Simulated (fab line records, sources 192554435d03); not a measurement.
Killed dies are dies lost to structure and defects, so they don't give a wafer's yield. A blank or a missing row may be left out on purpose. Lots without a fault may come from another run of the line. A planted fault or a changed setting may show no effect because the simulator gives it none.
Which tool did it? | flow n5_finfet | 10 lots, 28 wafers sampled, at 5 steps of a route of 1938

WHAT THE GAUGES READ, wafer by wafer
N5_BEOL_M4_RC_MEAS_101. Usual: DIBL_N 36.2 mV/V, standard deviation 2.4; DIBL_P 36.2 mV/V, standard deviation 2.6; IOFF_N 0.16 nA/um, standard deviation 0.045; IOFF_P 0.21 nA/um, standard deviation 0.046; ION_N 674 uA/um, standard deviation 17; ION_P 463 uA/um, standard deviation 11; SS_N 71.5 mV/dec, standard deviation 0.77; SS_P 73.1 mV/dec, standard deviation 0.76; VT_N 250 mV, standard deviation 3.9; VT_P -250 mV, standard deviation 3.9.
lot  | measured     | on        | DIBL_N (mV/V)  | DIBL_P (mV/V)  | IOFF_N (nA/um) | IOFF_P (nA/um) | ION_N (uA/um) | ION_P (uA/um) | SS_N (mV/dec)  | SS_P (mV/dec)  | VT_N (mV)   | VT_P (mV)      | flag
L345 | day 8 10:56  | prober-01 | 36.5 37.6 35.0 | 38.4 38.5 35.3 | 0.18 0.20 0.13 | 0.25 0.26 0.19 | 678 701 649   | 464 476 453   | 71.1 71.8 70.9 | 73.2 73.6 72.6 | 247 245 255 | -246 -246 -250 |
L346 | day 8 17:58  | prober-01 | 37.8 38.2 36.8 | 36.7 37.9 35.4 | 0.15 0.16 0.12 | 0.17 0.20 0.16 | 669 678 644   | 445 464 438   | 72.4 71.1 72.1 | 73.7 74.5 73.0 | 253 250 257 | -258 -256 -257 |
L347 | day 8 20:34  | prober-01 | 35.7 33.3 34.0 | 35.2 34.2 35.0 | 0.18 0.12 0.12 | 0.18 0.17 0.19 | 670 652 651   | 450 453 457   | 71.9 70.8 70.7 | 72.6 72.6 72.9 | 249 254 256 | -255 -253 -251 |
L349 | day 13 23:11 | prober-01 | 33.7 37.9      | 33.3 38.3      | 0.11 0.18      | 0.15 0.21      | 652 679       | 452 461       | 70.0 71.9      | 72.7 73.6      | 253 246     | -254 -249      |
L356 | day 11 14:35 | prober-01 | 39.9 36.7 36.6 | 39.5 35.6 35.2 | 0.23 0.16 0.16 | 0.33 0.24 0.24 | 676 674 696   | 469 469 476   | 73.1 71.7 71.7 | 74.4 73.7 73.8 | 246 250 250 | -244 -247 -246 |
L360 | day 12 15:38 | prober-02 | 37.8 36.7 36.5 | 38.2 37.2 35.5 | 0.20 0.18 0.17 | 0.24 0.22 0.19 | 681 684 670   | 466 465 459   | 71.0 71.7 71.9 | 73.6 73.4 72.6 | 243 248 248 | -247 -251 -249 |
L361 | day 13 04:14 | prober-01 | 34.2 37.1 35.1 | 33.9 35.9 34.9 | 0.14 0.18 0.14 | 0.18 0.22 0.21 | 684 680 660   | 469 471 455   | 70.8 71.7 72.4 | 72.9 73.4 72.9 | 252 252 251 | -252 -249 -246 |
L362 | day 13 06:20 | prober-02 | 37.1 35.6      | 36.7 35.6      | 0.18 0.15      | 0.21 0.20      | 680 657       | 467 448       | 72.7 71.6      | 73.1 73.5      | 248 252     | -250 -252      |
L363 | day 13 12:28 | prober-01 | 34.8 37.0 40.3 | 33.8 35.0 41.5 | 0.12 0.15 0.24 | 0.17 0.19 0.32 | 681 644 707   | 468 444 482   | 71.7 71.8 72.2 | 72.6 72.1 73.8 | 251 253 243 | -254 -253 -244 |
L364 | day 13 21:27 | prober-02 | 35.4 33.3 34.5 | 35.4 32.2 34.5 | 0.14 0.10 0.13 | 0.22 0.17 0.21 | 663 647 674   | 456 452 474   | 70.9 70.8 71.5 | 73.0 72.6 72.9 | 250 258 255 | -248 -251 -250 |

WHICH TOOL RAN EACH LOT (tool, then ch and the chambers of the sampled wafers, then the start)
lot  | N5_HKMG_FIN_PWFM_ALD_03            | N5_HKMG_FIN_ALD_91                 | N5_HKMG_FIN_STRIP_89              | N5_HKMG_FIN_ALD_71
L345 | ald_metal-03 ch 0,1,2, day 4 18:43 | ald_metal-02 ch 1,2,3, day 4 20:43 | rie_diel-03 ch 0,2,3, day 4 21:07 | ald_metal-02 ch 1,3, day 4 21:47
L346 | ald_metal-02 ch 0,2, day 5 07:17   | ald_metal-03 ch 1,3, day 5 09:40   | rie_diel-03 ch 0,2, day 5 10:11   | ald_metal-02 ch 0,2, day 5 10:52
L347 | ald_metal-02 ch 0,2, day 5 11:26   | ald_metal-03 ch 0,2,3, day 5 14:55 | rie_diel-05 ch 0,1,3, day 5 15:23 | ald_metal-02 ch 0,1,2, day 5 16:03
L349 | ald_metal-03 ch 1,3, day 6 00:14   | ald_metal-03 ch 0,1, day 6 02:10   | rie_diel-03 ch 2,3, day 6 02:34   | ald_metal-02 ch 0,2, day 6 03:15
L356 | ald_metal-02 ch 0,1, day 7 18:37   | ald_metal-04 ch 1,2, day 7 20:31   | rie_diel-05 ch 1,2,3, day 7 20:55 | ald_metal-04 ch 0,3, day 7 21:40
L360 | ald_metal-03 ch 1,3, day 8 13:35   | ald_metal-04 ch 2,3, day 8 15:40   | rie_diel-04 ch 0,3, day 8 16:04   | ald_metal-03 ch 0,3, day 8 16:51
L361 | ald_metal-04 ch 1,3, day 8 23:00   | ald_metal-04 ch 1,3, day 9 01:12   | rie_diel-05 ch 0,2,3, day 9 01:36 | ald_metal-03 ch 0,1,3, day 9 02:20
L362 | ald_metal-02 ch 0,2, day 9 01:01   | ald_metal-02 ch 1,3, day 9 03:35   | rie_diel-03 ch 0,3, day 9 03:59   | ald_metal-02 ch 0,1, day 9 04:40
L363 | ald_metal-04 ch 0,3, day 9 08:25   | ald_metal-03 ch 2,3, day 9 10:11   | rie_diel-04 ch 1,2, day 9 10:35   | ald_metal-02 ch 2,3, day 9 11:16
L364 | ald_metal-02 ch 0,2,3, day 9 15:19 | ald_metal-03 ch 0,2, day 9 18:02   | rie_diel-05 ch 2,3, day 9 18:26   | ald_metal-04 ch 1,3, day 9 19:15
- N5_HKMG_FIN_PWFM_ALD_03: deposits TiN, target thk 2 nm, pulse time 1 s, purge time 3 s.
- N5_HKMG_FIN_ALD_91: deposits TiN, target thk 1 nm, pulse time 1 s, purge time 3 s.
- N5_HKMG_FIN_STRIP_89: strips SOC in N2/H2, time 20 s.
- N5_HKMG_FIN_ALD_71: deposits TiN, target thk 1 nm, pulse time 1 s, purge time 3 s.

WHAT THE TOOLS THEMSELVES READ (means of the sampled wafers that have a number; where no wafer has one, the mark that the record gives instead)
N5_HKMG_FIN_PWFM_ALD_03. Usual: heater_power_w 848 W, standard deviation 82; precursor_pulse_height_rel 1.002, standard deviation 0.02.
lot  | tool         | heater_power_w (W) | precursor_pulse_height_rel | flag
L345 | ald_metal-03 | 940                | 0.983                      |
L346 | ald_metal-02 | 773                | 0.988                      |
L347 | ald_metal-02 | 771                | 0.994                      |
L349 | ald_metal-03 | 858                | 0.992                      |
L356 | ald_metal-02 | 760                | 1.002                      |
L360 | ald_metal-03 | 863                | 1.002                      |
L361 | ald_metal-04 | 919                | 1.000                      |
L362 | ald_metal-02 | 780                | 0.993                      |
L363 | ald_metal-04 | 803                | 1.002                      |
L364 | ald_metal-02 | 816                | 0.992                      |

N5_HKMG_FIN_ALD_91. Usual: heater_power_w 870 W, standard deviation 83; precursor_pulse_height_rel 0.998, standard deviation 0.021.
lot  | tool         | heater_power_w (W) | precursor_pulse_height_rel | flag
L345 | ald_metal-02 | 869                | 0.976                      |
L346 | ald_metal-03 | 888                | 0.986                      |
L347 | ald_metal-03 | 924                | 0.984                      |
L349 | ald_metal-03 | 986                | 0.996                      |
L356 | ald_metal-04 | 893                | 0.986                      |
L360 | ald_metal-04 | 819                | 0.979                      |
L361 | ald_metal-04 | 925                | 1.009                      |
L362 | ald_metal-02 | 852                | 0.997                      |
L363 | ald_metal-03 | 852                | 1.013                      |
L364 | ald_metal-03 | 951                | 1.004                      |

N5_HKMG_FIN_STRIP_89. Usual: drypump_motor_current_A 5.8 A, standard deviation 0.31; oes_product_au 0.81 a.u., standard deviation 0.09; rf_fwd_power_W 497.2 W, standard deviation 1.9; rf_vpp_V 54.4 V, standard deviation 0.92; showerhead_plenum_p_Torr 3.40 Torr, standard deviation 0.11; throttle_valve_pct 19.1 %, standard deviation 0.57.
lot  | tool        | drypump_motor_current_A (A) | oes_product_au (a.u.) | rf_fwd_power_W (W) | rf_vpp_V (V) | showerhead_plenum_p_Torr (Torr) | throttle_valve_pct (%) | flag
L345 | rie_diel-03 | 5.7                         | 0.82                  | 495.4              | 54.9         | 3.49                            | 19.3                   |
L346 | rie_diel-03 | 6.0                         | 0.81                  | 495.1              | 53.8         | 3.53                            | 19.2                   |
L347 | rie_diel-05 | 5.6                         | 0.77                  | 497.7              | 55.2         | 3.42                            | 19.2                   |
L349 | rie_diel-03 | 5.8                         | 0.86                  | 495.4              | 54.3         | 3.50                            | 19.1                   |
L356 | rie_diel-05 | 5.8                         | 0.83                  | 497.2              | 53.7         | 3.43                            | 19.0                   |
L360 | rie_diel-04 | 5.7                         | 0.77                  | 498.0              | 53.5         | 3.20                            | 18.6                   |
L361 | rie_diel-05 | 5.9                         | 0.80                  | 499.3              | 54.0         | 3.35                            | 19.1                   |
L362 | rie_diel-03 | 5.5                         | 0.88                  | 496.0              | 54.0         | 3.44                            | 19.2                   |
L363 | rie_diel-04 | 5.9                         | 0.80                  | 495.2              | 53.8         | 3.27                            | 19.2                   |
L364 | rie_diel-05 | 6.0                         | 0.81                  | 499.6              | 55.9         | 3.36                            | 19.4                   |

N5_HKMG_FIN_ALD_71. Usual: heater_power_w 844 W, standard deviation 83; precursor_pulse_height_rel 0.997, standard deviation 0.019.
lot  | tool         | heater_power_w (W) | precursor_pulse_height_rel | flag
L345 | ald_metal-02 | 848                | 1.004                      |
L346 | ald_metal-02 | 805                | 1.013                      |
L347 | ald_metal-02 | 805                | 0.993                      |
L349 | ald_metal-02 | 772                | 0.988                      |
L356 | ald_metal-04 | 817                | 0.982                      |
L360 | ald_metal-03 | 945                | 1.000                      |
L361 | ald_metal-03 | 913                | 1.015                      |
L362 | ald_metal-02 | 790                | 0.985                      |
L363 | ald_metal-02 | 859                | 0.998                      |
L364 | ald_metal-04 | 911                | 0.986                      |

THE ANSWER, worked out from the rows above alone
Rule: a lot is off if the mean of its wafers that have a number lies more than 3 standard deviations from the usual mean. A lot without any number at a reading at which 4 lots or more have one is off too. The other lots that the step has rows for count as sound. The gauges are gone through in route order, then the tools' own readings, and for those a lot's mean is taken as printed above. The first step at which some lot is off is used, and at that step the reading that is off furthest; a lot without a number counts as furthest.
No lot is off at any reading shown: from this, nothing can be told.

WHAT THE SIMULATOR HAD PUT IN
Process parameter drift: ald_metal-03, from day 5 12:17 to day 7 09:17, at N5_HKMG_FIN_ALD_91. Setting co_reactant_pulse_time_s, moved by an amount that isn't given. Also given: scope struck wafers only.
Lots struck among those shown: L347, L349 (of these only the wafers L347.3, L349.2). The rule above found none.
